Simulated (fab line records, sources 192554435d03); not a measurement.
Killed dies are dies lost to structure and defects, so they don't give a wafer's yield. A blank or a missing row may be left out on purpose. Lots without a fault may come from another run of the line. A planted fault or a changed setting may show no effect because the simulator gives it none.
fab line records | flow n5_finfet
record lots=4 wafers=12 last_day=16
route steps=1938 shown BEOL_M14@1741 BEOL_M15@1773 PASSIVATION@1936
lots that met no fault: from a run of the same line without faults
start_h: hours from the record's first day to the start of the lot's first wafer shown | wait_h: hours since the lot's step before | " the same as in the row above | L1.1+2: a row that stands for several wafers | - no value, or no start given | * or withheld: withheld | < > ~ a bound
route shown NAME@n: a module of which the file shows steps, and the number in the route of the first | usual: mean/standard deviation of fault-free wafers | same: alike in all rows | chamber/n: place in a boat | sites: the reading at each site | _std_site: their standard deviation | _edge_site: outer sites' mean less inner sites' | radius_mm: how far each site lies from the wafer's centre | mask NAME#n: copy n | behind: the tool/chamber that last shaped the wafer | hold: why the lot was held/for how many hours/how that ended | device: the transistor (n, p or np) that didn't switch | end of line: the same wafers' tests at the end of the route | a step without rows: its recipe alone | killed: dies lost to structure and defects at the first sort, not the wafer's yield | map: a wafer's dies, x killed, . not, _ none there
set.NAME: the setting as run; set.NAME@STEP: as run at that earlier step | model.NAME: the simulator's own value behind a step, which no gauge read
lots at some steps of the route; a table a step, a row a wafer
services: from which hour (start_h, from the record's first day; less than 0 if before it) a tool's chamber was out of use, for how many hours, and why
## steps
# step N5_BEOL_M14_SOFTBAKE_23
# recipe temp_c=130 time_s=60
# step N5_BEOL_M14_EXPOSE_25
# recipe mask_id=M14 na=0.8 source_shape=annular sigma_inner=0.5 sigma_outer=0.8 polarization=unpolarized target_cd_nm=280 dose_mj=26.6
# step N5_BEOL_M14_PEB_26
# recipe peb_temp_c=130 peb_time_s=90
# step N5_BEOL_M14_DEVELOP_27
# recipe develop_time_s=45 rinse_liquid=diw dry=air_spin dev_temp_c=21
# step N5_BEOL_M14_HARDBAKE_32
# recipe temp_c=130 time_s=120
# step N5_BEOL_M14_DESCUM_33
# recipe chemistry=O2 time_s=7.9 source_power_w=50 bias_power_w=20 pressure_mtorr=20 rf_frequency_hz=2.712e+07 temp_c=40 o2_flow_sccm=225
# step N5_BEOL_M14_ETCH_67
# recipe chemistry=CF4 target=SiARC target_depth_a=1430 time_s=238.3 ion_energy_ev=80 pressure_mtorr=40 source_w=545 bias_w=36 Ar_flow_sccm=100 cf4_flow_sccm=100 ends=cleared
# step N5_BEOL_M14_ETCH_68
# recipe chemistry=N2/H2 target=SOC mask_material=SiARC source_w=3000 bias_w=350 temp_c=40 time_s=450 ion_energy_ev=200 pressure_mtorr=30 n2_flow_sccm=200 h2_flow_sccm=200
# step N5_BEOL_M14_STRIP_69
# recipe chemistry=N2/H2 temp_c=40 n2_flow_sccm=200 h2_flow_sccm=200 rf_frequency_hz=6e+07
# step N5_BEOL_M14_TRENCH_ETCH_34
# recipe chemistry=C4F8/O2/Ar target=SiO2 target_depth_a=5566.5 mask_material=SOC he_inner_torr=15 he_outer_torr=30 time_s=126.9 ion_energy_ev=800 pressure_mtorr=20 source_w=1905 bias_w=2040 Ar_flow_sccm=400 C4F8_flow_sccm=16 O2_flow_sccm=12
# usual drypump_motor_current_A=5.9/0.38 oes_product_au=0.78/0.092 rf_vpp_V=2223/19 showerhead_plenum_p_Torr=3.38/0.11 throttle_valve_pct=31.01/0.28
# columns lot.wafer tool chamber start_h wait_h drypump_motor_current_A oes_product_au rf_hours_counter_h rf_vpp_V showerhead_plenum_p_Torr throttle_valve_pct
L742.1 rie_diel-02 1 255.17 0.0 5.0 0.70 210 2205 3.29 30.94
L742.2 " 2 " " 6.2 0.73 210 2259 3.54 31.33
L742.4 " 0 " " 5.9 0.68 242 2200 3.25 31.00
L745.2 rie_diel-02 2 305.24 0.0 6.2 0.71 230 2258 3.52 31.36
L745.4 " 2 " " 6.2 0.71 - 2258 3.53 31.37
L745.6 " 3 " " 6.1 0.68 - 2204 3.26 31.51
L749.2 rie_diel-02 3 305.82 0.0 6.1 0.68 244 2204 3.26 31.49
L749.3 " 1 " " 5.0 0.69 232 2205 3.28 30.96
L749.4 " 2 " " 6.2 0.72 - 2257 3.52 31.36
L757.2 rie_diel-06 0 361.24 0.0 5.8 0.83 84 2235 3.33 30.84
L757.4 " 1 " " 6.0 0.69 229 2236 3.39 31.14
L757.5 " 2 " " 5.9 0.85 - 2211 3.34 30.58
# step N5_BEOL_M14_STRIP_70
# recipe chemistry=C4F8/O2/Ar resist=SiARC rf_frequency_hz=6e+07
# step N5_BEOL_M14_STRIP_37
# recipe chemistry=O2 power_w=600 temp_c=60 pressure_mtorr=30 rf_frequency_hz=6e+07 bias_power_w=0 overash_fraction=0.3 o2_flow_sccm=225
# step N5_BEOL_M14_ETCH_38
# recipe chemistry=CF4/N2 target=SiCN target_depth_a=1065 taper_deg=2 time_s=120.6 ion_energy_ev=150 mask_material=SiO2 pressure_mtorr=40 source_w=430 bias_w=70 Ar_flow_sccm=100 cf4_flow_sccm=60 n2_flow_sccm=60
# step N5_BEOL_M14_PRECLEAN_39
# recipe chemistry=residue_remover time_s=60 temp_c=40
# step N5_BEOL_M14_SRD_40
# recipe time_s=30 temp_c=23 rinse_liquid=diw dry=n2_spin spin_rpm=1500 dry_time_s=30
# step N5_BEOL_M14_DEGAS_41
# recipe ambient=vacuum temp_c=300 time_s=60
# step N5_BEOL_M14_PRE_CLEAN_42
# recipe gas=H2/He time_s=30 temp_c=300
# step N5_BEOL_M14_SPUTTER_43
# recipe material=TaN target_thk_a=150 temp_c=50 bias_v=168.6 power_w=15000 chamber_pressure_pa=0.12 time_s=24.19
# step N5_BEOL_M14_SPUTTER_44
# recipe material=Ta target_thk_a=150 temp_c=50 bias_v=80 power_w=15000 chamber_pressure_pa=0.07 time_s=24.19
# step N5_BEOL_M14_SPUTTER_45
# recipe material=Cu target_thk_a=1000 temp_c=-20 bias_v=60 power_w=26000 chamber_pressure_pa=0.13 time_s=16.67
# step N5_BEOL_M14_ECD_47
# recipe material=Cu target_thk_a=12480
# step N5_BEOL_M14_ANNEAL_48
# recipe temp_c=225 time_s=90 ambient=N2
# step N5_BEOL_M14_CMP_49
# recipe stop_on=SiO2 t_overpolish_s=5.2 down_force_psi=2 platen_rpm=80 clearing_platen_down_force_psi=2 clearing_platen_rpm=80 post_cmp_clean=cu_alkaline target_thk_nm=560 clearing_platen_pad_velocity_m_s=1.5917 pad_velocity_m_s=1.5917
# step N5_BEOL_M14_PRE_CLEAN_52
# recipe gas=NH3 time_s=15 temp_c=withheld rf_power_w=300
# step N5_BEOL_M14_DEP_53
# recipe material=SiCN target_thk_a=500 temp_c=withheld precursor=3MS/NH3 pressure_torr=3 rf_w=675 time_s=17.8
# step N5_BEOL_M15_ILD_DEP_00
# recipe material=SiO2 target_thk_a=16293 temp_c=400 precursor=TEOS/O2 pressure_torr=6.5 rf_w=900 teos_flow_sccm=161.4 gas=O2 flow_sccm=2650 time_s=346.1
# step N5_BEOL_M15_COAT_58
# recipe resist=BARC temp_c=205 time_s=60 spin_rpm=1500 resist_thk_nm=89
# step N5_BEOL_M15_COAT_04
# recipe spin_rpm=1704 resist_thk_nm=800
# step N5_BEOL_M15_EBR_06
# recipe solvent=PGMEA ebr_width_mm=1.5
# step N5_BEOL_M15_SOFTBAKE_05
# recipe temp_c=130 time_s=60
# step N5_BEOL_M15_EXPOSE_07
# recipe mask_id=V14 na=0.8 source_shape=annular sigma_inner=0.5 sigma_outer=0.8 polarization=unpolarized attpsm_phase_deg=180 dose_mj=41.25
# step N5_BEOL_M15_PEB_08
# recipe peb_temp_c=130 peb_time_s=90
# step N5_BEOL_M15_DEVELOP_09
# recipe develop_time_s=45 rinse_liquid=diw dry=air_spin dev_temp_c=21
# step N5_BEOL_M15_HARDBAKE_14
# recipe temp_c=130 time_s=120
# step N5_PASSIVATION_PROBE_49
# usual defect_limited_yield=91.1/1.3 killed_at_M0_to_M3=34/10 killed_at_M4_up=14/5.7 killed_at_contacts=12/5.9 killed_at_front_end=41/12 killed_at_other=4/3.1 killed_dies=105/15 killed_open=69/11 killed_short=35/7.8 sort_bin_5_function=5.3/0.81 sort_bin_6_memory=3.3/0.75 sort_n_pass=1075/15 sort_yield_pct=91.1/1.3
# same gross_dies=1180 killed_at_back_side=0 sort_bin_4_leakage[%]=0 sort_bin_8_speed[%]=0
# columns lot.wafer tool chamber start_h wait_h defect_limited_yield[%] killed_at_M0_to_M3 killed_at_M4_up killed_at_contacts killed_at_front_end killed_at_other killed_dies killed_open killed_short sort_bin_5_function[%] sort_bin_6_memory[%] sort_n_pass sort_yield_pct[%]
L745.2 prober-01 - 336.55 0.1 82.3 26 123 22 35 3 209 78 25 11.1 4.8 971 82.3
L745.4 prober-01 - 336.65 0.2 82.9 35 107 11 49 0 202 62 46 10.8 5.2 978 82.9
L749.4 prober-02 - 336.92 0.2 83.6 30 117 15 30 2 194 49 41 10.8 3.6 986 83.6
# killed by level:class
L745.2 BEOL_M14:unspecified=106 MOL_CONTACT_COAG:geometric_particle:open=19 FIN_SAQP:geometric_particle:open=11 BEOL_M3:geometric_particle:open=10 BEOL_M4:geometric_particle:open=10 DUMMY_GATE:geometric_particle:open=6 BEOL_M0_SAQP:geometric_particle:open=6 FIN_SAQP:geometric_particle:short=5
L745.4 BEOL_M14:unspecified=94 FIN_SAQP:geometric_particle:short=16 FIN_SAQP:geometric_particle:open=8 STI_FIN_REVEAL:geometric_particle:open=8 DUMMY_GATE:geometric_particle:open=7 MOL_CONTACT_COAG:geometric_particle:open=7 BEOL_M4:geometric_particle:open=7 BEOL_M0_SAQP:geometric_particle:short=6
L749.4 BEOL_M14:unspecified=104 BEOL_M2:geometric_particle:open=14 MOL_CONTACT_COAG:geometric_particle:open=9 GATE_CUT:geometric_particle:short=7 MOL_CONTACT_COAG:geometric_particle:short=6 DUMMY_GATE:geometric_particle:short=5 BEOL_M4:geometric_particle:open=5 FIN_SAQP:geometric_particle:short=4
# map L745.2 (x killed, . not)
_________________....xx......________________
______________..x..x..xx....x..._____________
___________.x......................__________
__________.........................._________
________...........x.........x........_______
_______xx.x..................x.........______
______..............x.........x.......x._____
_____..................xx................____
____x....x....................x....x....x.___
___.xx......x..............xx..............__
___..............x...................x.....__
__.x........x.x......x.............x........_
__..........x.........x....................._
_...................x..x.x.....x.x...........
_..................x.....x.........x..x......
_x.......x.................x.x...............
_..x..............x..x..xx...............x...
_..........x...xx.xxx.x..xx..................
_..x...x....x...xxxxxxxxxx.......x...........
_...............xxxxxxxxxxx.xx.x......x......
_...............xxxxxxxxxxx.x...x.......x....
__..............xxxxxxxxxxx..x.............._
__.............xxxxxxxxxxxxxx...x..x........_
___..x.x.......xxxxxxxxxxxxx..............x__
___....xx.......xxxxxxxxxxx...x..x........x__
____...x.......x.xxxxxxx.x.x.x..x.......x.___
_____.....x..x...x.x.x.xx......x...x.....____
______.x.x.........x.x..x.........x....._____
_______...........x..x........xx.......______
________.............x..x......x......_______
__________..............x..........._________
___________.......x............x...__________
______________....x............._____________
_________________............________________
# map L749.4 (x killed, . not)
_________________............________________
______________.................x_____________
___________........x.........x.....__________
__________...............x.........._________
________.........x...................._______
_______.......x..........x..x.....x....______
______..x.x.................x....x.....x_____
_____.....x.x................x..........x____
____...x........x.......x................x___
___...........................x............__
___........................................__
__.........................x......x........._
__.............x........x..................._
_.................x..........x......x...xx...
_.....xx......x.x...............x.........x..
_...................xx.....x..x..............
_........x........x....xx..........x.........
_...............xx.xxxxx...x....x............
_...x...........xx.xxxxxx.............x....x.
_..............x..xxxxxxx...xx...............
_...............xxxxxxxxxxx..................
__.........x.x....xxxxxxxxxx..xx.......x..x._
__...xx...x..xxxxxxxxxxxxxx......x.........._
___............xxxxxxxxxxxxx......x........__
___.........x....xxxxxxxxxx...x.........x..__
____....x......x..xxxxx..xx.x..x.......x..___
_____....x......x.xx.xx..................____
______..........x.xxx..xx..xx....x.xx..._____
_______............x..............x....______
________x..x..x..x.x..x...x..........._______
__________....x....................._________
___________..xx....x...x..x........__________
______________..x..............._____________
_________________............________________
## services
# columns tool chamber start_h hours kind
rie_diel-02 - 243.77 0.4 repair
rie_diel-06 1 249.84 9.5 repair
rie_diel-06 0 274.73 1.6 repair
rie_diel-06 0 276.83 7.2 repair
rie_diel-02 0 286.55 12.4 repair
rie_diel-02 - 320.74 3.6 repair
rie_diel-02 3 326.28 - clean
rie_diel-02 3 326.28 - consumable_replace:focus_ring
rie_diel-02 3 326.28 - consumable_replace:showerhead
rie_diel-02 3 326.28 17.4 scheduled_down
rie_diel-02 3 326.28 17.4 vent_cycle
rie_diel-02 2 328.81 3.2 repair
rie_diel-06 1 352.27 2.4 repair
## key
first_sign step=N5_PASSIVATION_PROBE_49 reading=killed_at_M4_up direction=up sigmas=18 usual=14 struck=116
effect step=N5_PASSIVATION_PROBE_49 reading=defect_limited_yield direction=down sigmas=6.3 usual=91.1 struck=82.9
more_kills_born_at N5_BEOL_M14_TRENCH_ETCH_34@rie_diel-02=304
met_at N5_BEOL_M14_TRENCH_ETCH_34
struck_wafers L745.2,L745.4,L749.4
onset_between 255.17 305.24
fault kind=chamber_particle_source tool=rie_diel-02 chamber=2 onset_h=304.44 steps=N5_BEOL_M14_TRENCH_ETCH_34 rate_per_visit_cm2=0.41961 until_the_next_wet_clean=True
